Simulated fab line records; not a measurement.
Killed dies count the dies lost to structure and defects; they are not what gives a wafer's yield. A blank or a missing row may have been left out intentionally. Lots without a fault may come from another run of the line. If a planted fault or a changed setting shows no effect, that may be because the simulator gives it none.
Matching of chambers + flow nand-harc + NHARC_A_STAIRCASE_TRIM_196 on rie-diel-08 has 4 sister chambers
The step chemistry O2, time 211.2 s. 4 wafers are shown with their chamber, then 9 later ones without.

EACH WAFER AND ITS CHAMBER
| wafer  | chamber | showerhead-plenum-p-Torr (Torr) |
|--------|---------|---------------------------------|
| L086.4 | 1       | 3.48                            |
| L086.5 | 0       | 3.33                            |
| L085.1 | 3       | 3.33                            |
| L085.6 | 2       | 3.38                            |

WAFERS MISSING THEIR CHAMBER
| wafer  | showerhead-plenum-p-Torr (Torr) |
|--------|---------------------------------|
| L087.1 | 3.32                            |
| L087.3 | 3.48                            |
| L087.4 | 3.38                            |
| L090.4 | 3.48                            |
| L090.5 | 3.32                            |
| L090.6 | 3.32                            |
| L092.4 | 3.32                            |
| L092.5 | 3.37                            |
| L092.6 | 3.32                            |

EACH ONE'S CHAMBER
| wafer  | from the rows above     | in truth |
|--------|-------------------------|----------|
| L087.1 | can't be placed: 0 or 3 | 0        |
| L087.3 | 1                       | 1        |
| L087.4 | 2                       | 2        |
| L090.4 | 1                       | 1        |
| L090.5 | can't be placed: 0 or 3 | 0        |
| L090.6 | can't be placed: 0 or 3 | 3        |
| L092.4 | can't be placed: 0 or 3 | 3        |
| L092.5 | 2                       | 2        |
| L092.6 | can't be placed: 0 or 3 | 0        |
Placed correctly: 4 of 9. Cannot be placed on the basis of these rows: 5; the candidates contain the true chamber in 5. Number placed wrongly: 0.
How it was worked out, from the rows above alone: a wafer's distance from a chamber is the root of the sum, over the readings, of the square of ((its reading less the chamber's mean) divided by the reading's scatter). If the next closest chamber is less than 2 further off than the closest, the wafer can't be placed; otherwise it belongs to the closest. Each chamber's mean is taken over the wafers shown for it. The scatter (one wafer shown for each chamber): square how far every hidden wafer sits from the nearest shown wafer, average those squares and take the square root.
